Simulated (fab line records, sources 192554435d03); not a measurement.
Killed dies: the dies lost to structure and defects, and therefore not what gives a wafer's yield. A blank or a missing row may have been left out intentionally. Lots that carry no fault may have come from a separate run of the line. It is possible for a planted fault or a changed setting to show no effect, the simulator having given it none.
Chamber matching -- flow n5Finfet -- cmp-02 running N5_BEOL_M9_CMP_52: 4 sister chambers
The step polishes, stops on SiCOH lowk, t overpolish 7 s, target thk 140 nm. 4 wafers are shown with their chamber, then 7 later ones without.

EACH WAFER AND ITS CHAMBER
wafer,chamber,motorCurrentA (A)
L076.4,2,6.5
L086.2,0,6.6
L087.1,3,5.5
L087.5,1,6.7

WAFERS MISSING THEIR CHAMBER
wafer,motorCurrentA (A)
L087.6,6.6
L091.2,6.7
L091.4,6.5
L091.6,6.2
L094.1,5.8
L094.4,6.6
L094.5,6.7

CHAMBER TAKEN BY EACH
wafer,from the rows above,in truth
L087.6,can't be placed: 0 or 2 or 1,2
L091.2,can't be placed: 1 or 0 or 2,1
L091.4,can't be placed: 2 or 0 or 1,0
L091.6,can't be placed: 2 or 0 or 1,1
L094.1,3,3
L094.4,can't be placed: 0 or 2 or 1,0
L094.5,can't be placed: 1 or 0 or 2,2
Correct placement for 1 of the 7. Not placeable from these rows: 6 (in 6, the candidates include the true chamber). Placed wrongly: 0.
How it was worked out, from the rows above alone: a wafer's distance from a chamber is the root of the sum, over the readings, of the square of ((its reading less the chamber's mean) divided by the reading's scatter). If the next closest chamber is less than 2 further off than the closest, the wafer can't be placed; otherwise it belongs to the closest. For every chamber, the mean is computed from those of its wafers that are shown. The scatter (one wafer shown for each chamber): square how far every hidden wafer sits from the nearest shown wafer, average those squares and take the square root.
